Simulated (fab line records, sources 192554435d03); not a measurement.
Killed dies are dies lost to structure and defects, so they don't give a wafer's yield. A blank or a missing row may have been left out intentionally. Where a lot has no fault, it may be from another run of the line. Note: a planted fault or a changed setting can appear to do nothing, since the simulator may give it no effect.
The tool behind it: which one? | flow n5Finfet | Sampling: 6 lots, 18 wafers, 4 of 1938 route steps

== WHAT EACH GAUGE READ, for each wafer ==
N5_PASSIVATION_OVL_MEAS_66.
lot  | measured     | on         | PASS_OPEN_OVL (nm)
L753 | day 14 12:31 | overlay-02 | 6 -5 -1
L756 | day 15 15:22 | overlay-02 | -1 6 -3
L758 | day 16 12:59 | overlay-02 | 3 2 -1
L760 | day 16 18:11 | overlay-02 | 3 -1 -4
L769 | day 19 05:47 | overlay-01 | 3 -10 -7
L773 | day 20 02:50 | overlay-01 | 0 3 6

== WHICH TOOL RAN EACH LOT (tool, then ch and the chambers of the sampled wafers, then the start) ==
lot  | N5_BEOL_M4_ECD_50             | N5_PASSIVATION_VIA_ETCH_13        | N5_PASSIVATION_PRE_CLEAN_19
L753 | ecdCu-02 ch 0,1, day 10 06:59 | rieDiel-02 ch 0,2, day 14 07:40   | pvdSputter-01, day 14 09:35
L756 | ecdCu-01 ch 0, day 11 07:05   | rieDiel-05 ch 1,2,3, day 15 12:03 | pvdSputter-01, day 15 12:42
L758 | ecdCu-02 ch 0,1, day 12 04:34 | rieDiel-05 ch 0,2,3, day 16 09:34 | pvdSputter-01, day 16 10:19
L760 | ecdCu-02 ch 0,1, day 12 11:37 | rieDiel-02 ch 0,1, day 16 14:49   | pvdSputter-02, day 16 15:31
L769 | ecdCu-02 ch 0,1, day 14 14:13 | rieDiel-05 ch 1,3, day 19 02:28   | pvdSputter-03, day 19 03:14
L773 | ecdCu-01 ch 0,1, day 15 10:32 | rieDiel-05 ch 0,2,3, day 19 23:12 | pvdSputter-01, day 20 00:15
- N5_BEOL_M4_ECD_50: material Cu, target thk 300 nm.
- N5_PASSIVATION_VIA_ETCH_13: etches SiO2 in CHF3/O2, target depth 660 nm, time 330 s.
- N5_PASSIVATION_PRE_CLEAN_19

== THE ANSWER, worked out from the rows above alone ==
Rule: the usual values come from the lots themselves. The widest of any qualifying gaps counts: lots, ordered by their means at a reading, are off when they make up no more than a third of the lots, leave a main group of 4 or more, and stand apart from it by 3 or more times the standard deviation of that group's means. A main group is skipped when, at the precision printed for the reading in the tables above, its means are all equal. Also off: a lot with no number at a reading for which 4 or more lots have one. The other lots that the step has rows for count as sound.
Off: L769, seen at N5_PASSIVATION_OVL_MEAS_66 (PASS_OPEN_OVL). The main group has a mean of 1 nm with a standard deviation of 1.3.
A tool fits if, at a process step before that reading, it ran every lot that is off, and no sound lot after the first of them. Those tools and the gauges at N5_PASSIVATION_OVL_MEAS_66 are tried in the same way. Can't be told from this: 2 tools fit, ecdCu-02 at N5_BEOL_M4_ECD_50, pvdSputter-03 at N5_PASSIVATION_PRE_CLEAN_19.

== WHAT HAD BEEN PUT IN BY THE SIMULATOR ==
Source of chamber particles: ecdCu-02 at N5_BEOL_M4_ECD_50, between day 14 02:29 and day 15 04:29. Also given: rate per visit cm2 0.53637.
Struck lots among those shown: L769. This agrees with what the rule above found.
